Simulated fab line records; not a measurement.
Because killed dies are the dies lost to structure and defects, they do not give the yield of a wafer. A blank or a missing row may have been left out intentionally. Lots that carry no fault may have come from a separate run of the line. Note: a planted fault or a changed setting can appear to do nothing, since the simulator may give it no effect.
Matching of chambers / flow n5-finfet / rie-diel-06 running N5_BEOL_M11_STRIP_19: 4 sister chambers
The step strips in O2. 4 wafers are shown with their chamber, then 12 later ones without.

== WAFERS, EACH WITH ITS CHAMBER ==
wafer=L085.1; chamber=2; showerhead-plenum-p-Torr (Torr)=2.08
wafer=L085.5; chamber=3; showerhead-plenum-p-Torr (Torr)=2.22
wafer=L086.2; chamber=0; showerhead-plenum-p-Torr (Torr)=2.13
wafer=L086.6; chamber=1; showerhead-plenum-p-Torr (Torr)=2.04

== WAFERS WHOSE CHAMBER IS MISSING ==
wafer=L087.1; showerhead-plenum-p-Torr (Torr)=2.22
wafer=L087.2; showerhead-plenum-p-Torr (Torr)=2.08
wafer=L087.4; showerhead-plenum-p-Torr (Torr)=2.04
wafer=L089.1; showerhead-plenum-p-Torr (Torr)=2.22
wafer=L089.4; showerhead-plenum-p-Torr (Torr)=2.13
wafer=L089.6; showerhead-plenum-p-Torr (Torr)=2.04
wafer=L097.3; showerhead-plenum-p-Torr (Torr)=2.04
wafer=L097.5; showerhead-plenum-p-Torr (Torr)=2.22
wafer=L097.6; showerhead-plenum-p-Torr (Torr)=2.07
wafer=L096.2; showerhead-plenum-p-Torr (Torr)=2.04
wafer=L096.4; showerhead-plenum-p-Torr (Torr)=2.12
wafer=L096.6; showerhead-plenum-p-Torr (Torr)=2.22

== THE CHAMBER EACH PASSED THROUGH ==
wafer=L087.1; from the rows above=3; in truth=3
wafer=L087.2; from the rows above=2; in truth=2
wafer=L087.4; from the rows above=1; in truth=1
wafer=L089.1; from the rows above=3; in truth=3
wafer=L089.4; from the rows above=0; in truth=0
wafer=L089.6; from the rows above=1; in truth=1
wafer=L097.3; from the rows above=1; in truth=1
wafer=L097.5; from the rows above=3; in truth=3
wafer=L097.6; from the rows above=2; in truth=2
wafer=L096.2; from the rows above=1; in truth=1
wafer=L096.4; from the rows above=0; in truth=0
wafer=L096.6; from the rows above=3; in truth=3
Placed correctly: 12 of 12. Left unplaced by these rows: 0. Placed wrongly: 0.
How it was worked out, from the rows above alone: a wafer's distance from a chamber is the root of the sum, over the readings, of the square of ((its reading less the chamber's mean) divided by the reading's scatter). If the next closest chamber is less than 2 further off than the closest, the wafer can't be placed; otherwise it belongs to the closest. For every chamber, the mean is computed from those of its wafers that are shown. The scatter: root of mean squared gap, hidden wafer to nearest shown wafer, with one shown wafer a chamber.
